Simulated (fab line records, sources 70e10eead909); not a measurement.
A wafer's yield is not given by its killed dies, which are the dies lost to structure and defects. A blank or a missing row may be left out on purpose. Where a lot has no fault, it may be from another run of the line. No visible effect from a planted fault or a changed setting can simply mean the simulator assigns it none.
Matching of chambers / flow nand harc / pecvd-01 running NHARC_A_M1_DEP_33: 3 sister chambers
The step deposits SiCN, target thk 30 nm. 16 wafers are shown with their chamber, then 8 later ones without.

WAFERS, EACH WITH ITS CHAMBER
wafer=L074.1; chamber=2; heater power w (W)=389
wafer=L074.3; chamber=0; heater power w (W)=531
wafer=L074.4; chamber=1; heater power w (W)=539
wafer=L088.2; chamber=2; heater power w (W)=423
wafer=L088.4; chamber=1; heater power w (W)=603
wafer=L088.5; chamber=2; heater power w (W)=418
wafer=L087.2; chamber=0; heater power w (W)=637
wafer=L087.4; chamber=1; heater power w (W)=651
wafer=L087.5; chamber=0; heater power w (W)=642
wafer=L085.3; chamber=1; heater power w (W)=563
wafer=L085.5; chamber=1; heater power w (W)=576
wafer=L085.6; chamber=2; heater power w (W)=373
wafer=L089.1; chamber=0; heater power w (W)=565
wafer=L089.5; chamber=0; heater power w (W)=555
wafer=L089.6; chamber=1; heater power w (W)=595
wafer=L094.1; chamber=2; heater power w (W)=402

SIGNATURES (averages over the wafers above)
reading=heater power w; chamber 0=586.00; chamber 1=587.83; chamber 2=401.00; scatter within a chamber=38.5
Rule: for a wafer and a chamber, the distance is found by dividing, reading by reading, the gap between the wafer's reading and the chamber's mean by the reading's scatter, squaring, summing and taking the root. The wafer belongs to the nearest chamber; if the next one is less than 2 further off, it can't be placed. The scatter is the square root of a quotient: the sum, over the shown wafers, of each reading's squared deviation from its chamber's mean, divided by wafers minus chambers.

WAFERS WITHOUT THEIR CHAMBER
wafer=L094.4; heater power w (W)=397
wafer=L094.6; heater power w (W)=628
wafer=L096.1; heater power w (W)=399
wafer=L096.2; heater power w (W)=647
wafer=L096.4; heater power w (W)=595
wafer=L097.2; heater power w (W)=417
wafer=L097.3; heater power w (W)=599
wafer=L097.4; heater power w (W)=426

EACH ONE'S CHAMBER
wafer=L094.4; from the rows above=2; in truth=2
wafer=L094.6; from the rows above=can't be placed: 1 or 0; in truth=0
wafer=L096.1; from the rows above=2; in truth=2
wafer=L096.2; from the rows above=can't be placed: 1 or 0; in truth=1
wafer=L096.4; from the rows above=can't be placed: 1 or 0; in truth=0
wafer=L097.2; from the rows above=2; in truth=2
wafer=L097.3; from the rows above=can't be placed: 1 or 0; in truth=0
wafer=L097.4; from the rows above=2; in truth=2
Placed correctly: 4 of 8. Not placeable from these rows: 4 (in 4, the candidates include the true chamber). Number placed wrongly: 0.
